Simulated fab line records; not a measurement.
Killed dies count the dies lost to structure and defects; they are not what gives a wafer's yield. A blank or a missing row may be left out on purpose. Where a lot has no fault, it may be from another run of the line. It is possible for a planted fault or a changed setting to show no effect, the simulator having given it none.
Lot-split experiment | flow n5-finfet | 7 lots, 39 wafers read, on a route of 1938 steps

ON THE SPLIT
At N5_GATE_CUT_ETCH_56 (etches TiN in Cl2/Ar, target depth 21.6 nm), the setting icp-w was moved away from the recipe's 600 W on 12 of the 39 wafers read, by -18.4% to +9.6%. This setting was run at the recipe's value on the other wafers.

The reading comes from the split's own step.

THE READING
etch.depth-nm (the simulator's own value, which no gauge read), in nm, at N5_GATE_CUT_ETCH_56 (etches TiN in Cl2/Ar, target depth 21.6 nm). No usual value for it is given in the file. Across the 27 wafers here that went through the recipe, the average is 21.92 nm and the standard deviation 0.22 nm.

wafer  | tool, chamber at the split | icp-w as run, W | against the recipe | etch.depth-nm, nm | against lot-mates on the recipe
L075.1 | rie-metal-02, 0            | 600             | recipe             | 21.72             | -
L075.2 | rie-metal-02, 1            | 600             | recipe             | 21.76             | -
L075.3 | rie-metal-02, 0            | 600             | recipe             | 21.74             | -
L075.4 | rie-metal-02, 1            | 600             | recipe             | 21.85             | -
L075.5 | rie-metal-02, 1            | 600             | recipe             | 21.73             | -
L075.6 | rie-metal-02, 0            | 600             | recipe             | 21.7              | -
L079.1 | rie-metal-01, 1            | 657.8           | +9.6%              | 24.05             | +1.98
L079.2 | rie-metal-01, 1            | 657.8           | +9.6%              | 23.9              | +1.83
L079.3 | rie-metal-01, 1            | 600             | recipe             | 22.11             | -
L079.4 | rie-metal-01, 1            | 600             | recipe             | 22.04             | -
L079.5 | rie-metal-01, 1            | 600             | recipe             | 22.07             | -
L079.6 | rie-metal-01, 1            | 657.8           | +9.6%              | 23.72             | +1.65
L081.2 | rie-metal-01, 1            | 600             | recipe             | 22.2              | -
L081.4 | rie-metal-01, 1            | 600             | recipe             | 22                | -
L081.6 | rie-metal-01, 0            | 600             | recipe             | 21.48             | -
L086.1 | rie-metal-03, 0            | 650.5           | +8.4%              | 23.63             | +1.58
L086.2 | rie-metal-03, 0            | 600             | recipe             | 21.99             | -
L086.3 | rie-metal-03, 0            | 650.5           | +8.4%              | 23.49             | +1.44
L086.4 | rie-metal-03, 0            | 600             | recipe             | 21.84             | -
L086.5 | rie-metal-03, 0            | 600             | recipe             | 22.32             | -
L086.6 | rie-metal-03, 0            | 650.5           | +8.4%              | 23.67             | +1.62
L089.1 | rie-metal-01, 0            | 600             | recipe             | 21.65             | -
L089.2 | rie-metal-01, 1            | 600             | recipe             | 22.27             | -
L089.3 | rie-metal-01, 0            | 600             | recipe             | 21.57             | -
L089.4 | rie-metal-01, 1            | 600             | recipe             | 22.03             | -
L089.5 | rie-metal-01, 0            | 600             | recipe             | 21.53             | -
L089.6 | rie-metal-01, 1            | 600             | recipe             | 22.11             | -
L090.1 | rie-metal-02, 1            | 600             | recipe             | 22.06             | -
L090.2 | rie-metal-02, 1            | 600             | recipe             | 21.87             | -
L090.3 | rie-metal-02, 1            | 489.8           | -18.4%             | 18.49             | -3.52
L090.4 | rie-metal-02, 1            | 489.8           | -18.4%             | 18.37             | -3.64
L090.5 | rie-metal-02, 1            | 600             | recipe             | 22.11             | -
L090.6 | rie-metal-02, 1            | 489.8           | -18.4%             | 18.38             | -3.63
L092.1 | rie-metal-03, 0            | 646.5           | +7.7%              | 23.36             | +1.35
L092.2 | rie-metal-03, 1            | 600             | recipe             | 22.1              | -
L092.3 | rie-metal-03, 1            | 600             | recipe             | 22.04             | -
L092.4 | rie-metal-03, 0            | 646.5           | +7.7%              | 23.32             | +1.31
L092.5 | rie-metal-03, 0            | 646.5           | +7.7%              | 23.4              | +1.39
L092.6 | rie-metal-03, 1            | 600             | recipe             | 21.89             | -

FIT RESULTS
A straight line over all 39 wafers: etch.depth-nm changes by +0.194 nm for each +1% of icp-w; r = +0.99; the points scatter about the line by 0.2 nm.
The same after taking each lot's own level away (the mean of its wafers on the recipe; 39 wafers): +0.191 nm for each +1%; r = +0.99; scatter 0.17 nm.
The reading moves by 3.5 nm for the largest change in icp-w, on that fit.
From 21.750 to 22.073 nm: that is the span of the lots' own levels, equal to 1.5 times the standard deviation above.
Hence the lot-to-lot level has little effect on the slope; both slopes agree.
Check: for one of the wafers moved furthest among these (-18.4%), held out of the fit, the line's prediction against its lot-mates is -3.54 nm. It came out at -3.52 nm against them.

THESE WAFERS: OTHER SPLITS
Other splits were also applied to these wafers ahead of the reading. Each is held against what the fit with the lots' levels taken away leaves over:
other split on the same wafers  | wafers away from the commonest value | r with etch.depth-nm (lot level and that fit taken away)
N5_WELL_APT_EPI_41 target-thk-a | 18                                   | +0.04
N5_DUMMY_GATE_ETCH_32 time-s    | 12                                   | -0.13
N5_SD_EPI_N_EXPOSE_06 dose-mj   | 18                                   | -0.12

THE FILE'S OWN FIT
etch.depth-nm changes by +0.191 nm for each +1% of icp-w, r = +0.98.
